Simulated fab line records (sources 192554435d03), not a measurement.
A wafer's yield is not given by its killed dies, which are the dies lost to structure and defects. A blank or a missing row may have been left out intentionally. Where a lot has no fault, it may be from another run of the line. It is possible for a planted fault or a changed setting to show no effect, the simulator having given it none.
fab line records	flow n5Finfet	part 2 of 2: steps 22 to 29 of 29
record: lots: 5	wafers: 15	lastDay: 16
route steps=1938 shown BEOL_M2@860
lots with no fault: from the same line, run without faults
startH: start of the lot's first displayed wafer, in hours after the record's first day	waitH: time in hours since the lot's previous step	" repeats the value in the row above	L1.1+2: a row that stands for several wafers	- no value, or no start was given	* or withheld: withheld	< > ~ a bound
route shown NAME@n: names a module that has steps shown in the file, with the first one's number in the route	usual: the fault-free wafers' mean and standard deviation	same: alike in all rows	chamber/n: place in a boat	sites: each site's reading	_std_site: the standard deviation of these	_edge_site: inner sites' mean taken away from outer sites' mean	radiusMm: how far each site lies from the wafer's centre	mask NAME#n: copy n	behind: the most recent tool/chamber to have shaped the wafer	hold: why the lot was held/for how many hours/how that ended	device: whichever transistor did not switch (one of n, p or np)	end of line: tests of these same wafers at the route's end	a step without rows: its recipe alone	killed: dies that structure and defects cost at the first sort, which is not the same as the wafer's yield	map: a wafer's dies, x killed, . not, _ none there
set.NAME: setting as actually run; set.NAME@STEP: the setting as run at that earlier step	model.NAME: the simulator's own value behind a step, which no gauge read
lots at selected steps of the route; one table per step, one row per wafer
services: when a tool's chamber went out of use (startH, in hours from the record's first day, below 0 if earlier), for how many hours, and the reason
== steps ==
step: N5_BEOL_M2_ETCH_69
recipe: chemistry: CF4	target: SiARC	targetDepthA: 156	maskMaterial: CAR-EUV	timeS: 26	ionEnergyEv: 80	pressureMtorr: 40	sourceW: 545	biasW: 36	Ar_flow_sccm: 100	cf4FlowSccm: 100	ends: cleared
usual: drypumpMotorCurrentA: 5.7/0.5	etchRfOnTimeS: 25.9/0.51	oesProductAu: 0.65/0.046	rfVppV: 184.6/0.98	showerheadPlenumPTorr: 2.18/0.041	throttleValvePct: 15.67/0.22
lot.wafer	tool	chamber	startH	waitH	drypumpMotorCurrentA	etchRfOnTimeS	oesProductAu	rfHoursCounterH	rfVppV	showerheadPlenumPTorr	throttleValvePct
L077.1	rieDiel-05	1	155.52	0.0	6.2	25.6	0.72	73	185.8	2.17	15.64
L077.3	"	0	"	"	5.5	25.3	0.68	108	184.3	2.16	15.83
L077.4	"	3	"	"	5.4	26.0	0.70	80	185.0	2.25	15.35
L079.2	rieDiel-05	2	171.33	0.0	4.9	26.0	0.62	182	185.5	2.21	15.38
L079.4	"	0	"	"	5.5	24.9	0.68	117	183.6	2.16	15.87
L079.6	"	1	"	"	6.2	25.4	0.71	-	185.0	2.17	15.68
L081.1	rieDiel-06	1	177.15	0.0	5.7	25.4	0.60	203	184.6	2.21	15.77
L081.3	"	0	"	"	6.4	26.1	0.60	200	183.9	2.13	15.95
L081.4	"	3	"	"	5.7	25.3	0.71	90	183.5	2.16	15.70
L082.4	rieDiel-02	2	186.43	0.0	5.1	26.3	0.61	191	184.0	2.14	16.07
L082.5	"	0	"	"	6.5	25.0	0.74	-	184.0	2.25	15.54
L082.6	"	1	"	"	6.3	25.9	0.60	-	184.2	2.11	15.49
L093.1	rieDiel-06	3	252.63	0.0	5.7	25.8	0.68	113	182.6	2.16	15.73
L093.3	"	1	"	"	5.7	25.5	0.58	231	184.6	2.20	15.83
L093.6	"	3	"	"	5.7	25.6	0.68	-	185.1	2.16	15.73
step: N5_BEOL_M2_ALD_98
recipe: material: SiO2	targetThkA: 25	tempC: 100	aldPrecursorFamily: BDEAS	aldCoReactant: O2-plasma	pulseTimeS: 1	coReactantPulseTimeS: 1	purgeTimeS: 2	coReactantPurgeTimeS: 2	aldCycles: 17	pressureTorr: 2
usual: heaterPowerW: 77/6.3	precursorPulseHeightRel: 1.000/0.018
lot.wafer	tool	chamber	startH	waitH	heaterPowerW	precursorPulseHeightRel
L077.1	aldSin-04	0	155.61	0.1	71	0.980
L077.3	"	2	"	"	94	0.951
L077.4	"	1	"	"	78	0.978
L079.2	aldSin-04	2	171.63	0.3	93	0.964
L079.4	"	3	"	"	74	1.008
L079.6	"	2	"	"	93	0.997
L081.1	aldSin-04	0	177.45	0.3	71	0.996
L081.3	"	1	"	"	75	1.004
L081.4	"	2	"	"	92	1.019
L082.4	aldSin-01	3	186.68	0.2	81	0.993
L082.5	"	2	"	"	73	1.015
L082.6	"	3	"	"	83	1.021
L093.1	aldSin-01	3	252.93	0.3	82	1.006
L093.3	"	2	"	"	73	1.014
L093.6	"	1	"	"	75	0.996
step: N5_BEOL_M2_ETCHBACK_99
recipe: chemistry: CHF3	target: SiO2	targetDepthA: 50	timeS: 10.4	sourceW: 215	biasW: 47	Ar_flow_sccm: 200	CHF3_flow_sccm: 12	ionEnergyEv: 100	pressureMtorr: 30
usual: drypumpMotorCurrentA: 5.7/0.5	oesProductAu: 0.77/0.063	rfVppV: 239/5.2	showerheadPlenumPTorr: 2.19/0.044	throttleValvePct: 17.15/0.28
lot.wafer	tool	chamber	startH	waitH	drypumpMotorCurrentA	oesProductAu	rfHoursCounterH	rfVppV	showerheadPlenumPTorr	throttleValvePct
L077.1	rieDiel-05	2	155.77	0.1	4.9	0.74	178	246	2.22	16.80
L077.3	"	1	"	"	6.2	0.85	73	246	2.19	17.18
L077.4	"	3	"	"	5.5	0.83	80	238	2.26	16.79
L079.2	rieDiel-02	2	175.58	3.9	5.1	0.73	187	236	2.16	17.59
L079.4	"	3	"	"	5.9	0.78	117	229	2.16	17.36
L079.6	"	0	"	"	6.5	0.87	-	238	2.26	17.01
L081.1	rieDiel-06	1	178.27	0.8	5.7	0.69	203	237	2.21	17.15
L081.3	"	0	"	"	6.4	0.70	201	232	2.13	17.41
L081.4	"	3	"	"	5.7	0.83	91	244	2.19	17.26
L082.4	rieDiel-02	0	187.39	0.7	6.6	0.87	56	238	2.26	16.99
L082.5	"	2	"	"	5.1	0.71	-	234	2.16	17.58
L082.6	"	1	"	"	6.3	0.70	-	239	2.13	16.96
L093.1	rieDiel-02	3	256.04	3.1	5.9	0.73	148	230	2.15	17.43
L093.3	"	0	"	"	6.5	0.82	85	237	2.25	17.06
L093.6	"	3	"	"	5.9	0.73	-	229	2.15	17.41
step: N5_BEOL_M2_ETCH_70
recipe: chemistry: N2/H2	target: SOC	targetDepthA: 800	overetchA: 240	maskMaterial: SiARC	tempC: 40	timeS: 130	ionEnergyEv: 200	pressureMtorr: 30	sourceW: 840	biasW: 150	n2FlowSccm: 200	h2FlowSccm: 200
usual: drypumpMotorCurrentA: 5.7/0.51	oesProductAu: 0.57/0.043	rfVppV: 525.1/2.1	showerheadPlenumPTorr: 2.58/0.065	tempC: 40.00/0.11	throttleValvePct: 17.88/0.23
lot.wafer	tool	chamber	startH	waitH	drypumpMotorCurrentA	oesProductAu	rfHoursCounterH	rfVppV	showerheadPlenumPTorr	tempC	throttleValvePct
L077.1	rieDiel-05	2	155.80	0.0	4.9	0.54	178	528.2	2.64	40.05	17.62
L077.3	"	1	"	"	6.2	0.62	73	524.4	2.57	39.98	17.92
L077.4	"	3	"	"	5.5	0.60	80	526.6	2.67	40.09	17.57
L079.2	rieDiel-02	2	175.61	0.0	5.1	0.53	187	523.4	2.52	39.90	18.14
L079.4	"	3	"	"	5.9	0.57	117	524.6	2.56	40.05	18.15
L079.6	"	0	"	"	6.6	0.63	-	528.2	2.71	39.92	17.93
L081.1	rieDiel-06	1	178.30	0.0	5.7	0.51	203	526.5	2.62	40.07	17.82
L081.3	"	0	"	"	6.4	0.52	201	522.7	2.51	40.23	18.23
L081.4	"	3	"	"	5.7	0.60	91	524.1	2.56	40.05	17.92
L082.4	rieDiel-02	0	187.42	0.0	6.5	0.64	56	527.3	2.71	39.97	17.95
L082.5	"	2	"	"	5.1	0.53	-	525.3	2.52	39.95	18.13
L082.6	"	1	"	"	6.3	0.52	-	520.8	2.52	40.12	17.72
L093.1	rieDiel-02	3	256.08	0.0	5.9	0.54	148	524.3	2.54	39.92	18.21
L093.3	"	0	"	"	6.5	0.60	85	529.0	2.70	39.97	18.02
L093.6	"	3	"	"	5.9	0.55	-	523.4	2.54	39.97	18.22
step: N5_BEOL_M2_STRIP_71
recipe: chemistry: N2/H2	tempC: 40	n2FlowSccm: 200	h2FlowSccm: 200	rfFrequencyHz: 6e+07
lot.wafer	tool	chamber	startH	waitH
L077.1+3+4	rieDiel-05	2,1,3	155.89	0.0
L079.2+4+6	rieDiel-02	2,3,0	175.70	0.0
L081.1+3+4	rieDiel-06	1,0,3	178.39	0.0
L082.4+5+6	rieDiel-02	0,2,1	187.51	0.0
L093.1+3+6	rieDiel-02	3,0,3	256.16	0.0
step: N5_BEOL_M2_STRIP_78
recipe: chemistry: N2/H2	tempC: 40	n2FlowSccm: 200	h2FlowSccm: 200	rfFrequencyHz: 6e+07
lot.wafer	tool	chamber	startH	waitH
L077.1+3+4	rieDiel-05	2,1,3	155.90	0.0
L079.2+4+6	rieDiel-02	2,3,0	175.71	0.0
L081.1+3+4	rieDiel-06	1,0,3	178.40	0.0
L082.4+5+6	rieDiel-02	0,2,1	187.52	0.0
L093.1+3+6	rieDiel-02	3,0,3	256.17	0.0
step: N5_BEOL_M2_VIA_ETCH_34
recipe: chemistry: C4F6/O2	targetDepthA: 694	maskMaterial: SOC	pressureMtorr: 15	ionEnergyEv: 250	taperDeg: 4	timeS: 65.9	sourceW: 350	biasW: 170	Ar_flow_sccm: 300	C4F6_flow_sccm: 10	O2_flow_sccm: 10
usual: drypumpMotorCurrentA: 5.7/0.51	oesProductAu: 0.77/0.062	rfVppV: 660/14	showerheadPlenumPTorr: 2.89/0.057	throttleValvePct: 30.8/0.38
lot.wafer	tool	chamber	startH	waitH	drypumpMotorCurrentA	oesProductAu	rfHoursCounterH	rfVppV	showerheadPlenumPTorr	throttleValvePct
L077.1	rieDiel-05	2	155.91	0.0	4.9	0.74	178	680	2.93	30.2
L077.3	"	1	"	"	6.2	0.84	73	681	2.89	31.2
L077.4	"	3	"	"	5.5	0.84	81	657	2.98	30.5
L079.2	rieDiel-02	2	175.72	0.0	5.1	0.72	187	651	2.85	31.4
L079.4	"	3	"	"	5.9	0.77	117	634	2.85	31.0
L079.6	"	0	"	"	6.5	0.87	-	658	2.98	30.6
L081.1	rieDiel-06	1	178.41	0.0	5.7	0.70	203	659	2.91	30.7
L081.3	"	0	"	"	6.4	0.70	201	645	2.82	31.3
L081.4	"	3	"	"	5.7	0.83	91	674	2.89	31.2
L082.4	rieDiel-02	0	187.53	0.0	6.6	0.86	56	659	2.98	30.6
L082.5	"	2	"	"	5.1	0.71	-	651	2.85	31.5
L082.6	"	1	"	"	6.3	0.70	-	656	2.81	30.6
L093.1	rieDiel-02	3	256.18	0.0	5.8	0.72	148	634	2.84	31.0
L093.3	"	0	"	"	6.5	0.81	85	659	2.97	30.6
L093.6	"	3	"	"	5.9	0.74	-	635	2.84	31.0
step: N5_BEOL_M2_STRIP_83
recipe: chemistry: C4F6/O2	resist: SiARC	rfFrequencyHz: 6e+07
lot.wafer	tool	chamber	startH	waitH
L077.1+3+4	rieDiel-05	2,1,3	155.96	0.0
L079.2+4+6	rieDiel-02	2,3,0	175.77	0.0
L081.1+3+4	rieDiel-06	1,0,3	178.46	0.0
L082.4+5+6	rieDiel-02	0,2,1	187.58	0.0
L093.1+3+6	rieDiel-02	3,0,3	256.23	0.0
== services ==
tool	chamber	startH	hours	kind
aldSin-01	-	134.08	0.8	pm
euvScanner-01	-	138.99	5.4	repair
rieMetal-02	-	141.53	14.6	pm
euvScanner-02	-	150.55	1.0	pm
rieDiel-02	-	156.72	16.8	repair
euvScanner-01	-	158.53	1.0	pm
rieDiel-06	1	161.09	4.9	repair
rieDiel-05	2	164.28	5.6	repair
lithoTrack-05	-	173.30	-	consumableReplace:filter
rieMetal-03	1	181.20	12.1	repair
euvScanner-02	-	194.49	4.6	pm
euvScanner-02	-	206.70	1.0	pm
rieDiel-06	3	211.16	15.1	repair
euvScanner-02	-	214.39	1.1	repair
euvScanner-01	-	215.47	1.0	pm
rieDiel-02	2	226.34	13.2	repair
aldSin-01	3	232.49	1.4	repair
rieDiel-06	1	233.21	4.6	repair
euvScanner-01	-	237.32	4.6	pm
rieDiel-06	-	242.52	0.3	repair
euvScanner-01	-	244.07	1.5	repair
rieMetal-03	-	249.95	2.8	pm
rieDiel-02	1	251.75	-	clean
rieDiel-02	1	251.75	-	consumableReplace:focusRing
